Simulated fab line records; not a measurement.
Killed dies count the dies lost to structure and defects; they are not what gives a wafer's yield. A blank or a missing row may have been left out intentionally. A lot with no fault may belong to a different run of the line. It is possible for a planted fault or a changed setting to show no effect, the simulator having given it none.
Split-lot experiment	flow n5Finfet	21 wafers read from 7 lots, route of 1938 steps

== THE SPLIT ==
At N5_BEOL_M13_TRENCH_ETCH_34 (etches SiOC in C4F8/O2/Ar, target depth 413.47 nm, time 162.6 s), the setting timeS was moved away from the recipe's 162.6 s on 6 of the 21 wafers read, by -21.9% to +19.5%. The other wafers ran this setting at the recipe's value.

== FROM THE SPLIT TO THE READING: what the file shows between them, 10 steps ==
- N5_BEOL_M13_STRIP_70: strips in C4F8/O2/Ar
- N5_BEOL_M13_OCD_MEAS_35
- N5_BEOL_M13_STRIP_37: strips in N2/H2
- N5_BEOL_M13_ETCH_38: etches SiCN in CF4/N2, target depth 67.5 nm, time 71.9 s
- N5_BEOL_M13_ECD_47: material Cu, target thk 936 nm
- N5_BEOL_M13_ANNEAL_48: time 90 s
- N5_BEOL_M13_CMP_49: polishes, stops on SiOC, t overpolish 17.1 s, target thk 420 nm
- N5_BEOL_M13_THK_MEAS_50: measures by xrf
- N5_BEOL_M13_PRE_CLEAN_52: time 15 s
- N5_BEOL_M13_DEP_53: deposits SiCN from 3MS/NH3, target thk 50 nm, time 17.8 s

== THE READING ==
M13_RS, in ohm/sq, at N5_BEOL_M13_RS_MEAS_54 (measures by four-point-probe). Fault-free wafers of this fab line usually give 0.0452 ohm/sq, standard deviation 0.00052 ohm/sq.

wafer	tool, chamber at the split	timeS as run, s	against the recipe	M13_RS, ohm/sq	against lot-mates on the recipe
L076.1	rieDiel-03, 2	162.6	recipe	0.0454	-
L076.2	rieDiel-03, 0	162.6	recipe	0.0451	-
L076.6	rieDiel-03, 1	194.3	+19.5%	0.0376	-0.0076
L080.1	rieDiel-03, 1	162.6	recipe	0.0452	-
L080.2	rieDiel-03, 2	162.6	recipe	0.0460	-
L080.4	rieDiel-03, 0	162.6	recipe	0.0451	-
L082.1	rieDiel-02, 2	162.6	recipe	0.0448	-
L082.2	rieDiel-02, 1	162.6	recipe	0.0447	-
L082.6	rieDiel-02, 0	162.6	recipe	0.0455	-
L084.2	rieDiel-02, 1	145.8	-10.3%	0.0499	no lot-mate on the recipe
L084.3	rieDiel-02, 2	145.8	-10.3%	0.0508	no lot-mate on the recipe
L084.5	rieDiel-02, 2	145.8	-10.3%	0.0506	no lot-mate on the recipe
L089.2	rieDiel-02, 3	162.6	recipe	0.0446	-
L089.5	rieDiel-02, 0	162.6	recipe	0.0452	-
L089.6	rieDiel-02, 1	147.4	-9.3%	0.0499	+0.0050
L093.2	rieDiel-02, 2	162.6	recipe	0.0458	-
L093.3	rieDiel-02, 1	162.6	recipe	0.0446	-
L093.4	rieDiel-02, 3	162.6	recipe	0.0445	-
L095.4	rieDiel-02, 2	162.6	recipe	0.0457	-
L095.5	rieDiel-02, 3	162.6	recipe	0.0445	-
L095.6	rieDiel-02, 0	127	-21.9%	0.0588	+0.0137

THE FIT
A straight line over all 21 wafers: M13_RS changes by -0.000509 ohm/sq for each +1% of timeS; r = -0.98; the points scatter about the line by 0.00088 ohm/sq.
The same after taking each lot's own level away (the mean of its wafers on the recipe; 18 wafers): -0.00052 ohm/sq for each +1%; r = -0.98; scatter 0.0009 ohm/sq.
According to that fit, moving timeS by its largest amount changes the reading by 0.011 ohm/sq.
The lots' own levels span 0.04490 to 0.04543 ohm/sq, that is 1.0 times the standard deviation above.
The two slopes are in agreement: the lot-to-lot level therefore moves the slope only a little.
Check: +0.00932 ohm/sq against its lot-mates is what the line predicts for one of the wafers moved furthest among these (-21.9%) when that wafer is left out of the fit. It came out at +0.0137 ohm/sq against them.

== THE WHOLE CHAIN: every reading that the file lists as answering this split, in the file's order ==
step	what it does	reading	change (the file's fit)	r (the file's)
N5_BEOL_M13_TRENCH_ETCH_34	etches SiOC in C4F8/O2/Ar, target depth 413.47 nm, time 162.6 s	etch.depthNm (the simulator's own value, which no gauge read)	+4.22 nm for each +1% of the setting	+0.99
N5_BEOL_M13_OCD_MEAS_35		trenchDepthNm	+4.21 nm for each +1% of the setting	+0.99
N5_BEOL_M13_CMP_49	polishes, stops on SiOC, t overpolish 17.1 s, target thk 420 nm	Cu_of_BEOL_M13_ECD_47.thkNm (the simulator's own value, which no gauge read)	+4.27 nm for each +1% of the setting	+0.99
N5_BEOL_M13_THK_MEAS_50	measures by xrf	M13_THK	+4.26 for each +1% of the setting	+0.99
N5_BEOL_M13_RS_MEAS_54	measures by four-point-probe	M13_RS	-0.000523 for each +1% of the setting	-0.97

== FILE'S OWN FIT ==
M13_RS changes by -0.000523 ohm/sq for each +1% of timeS, r = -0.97.
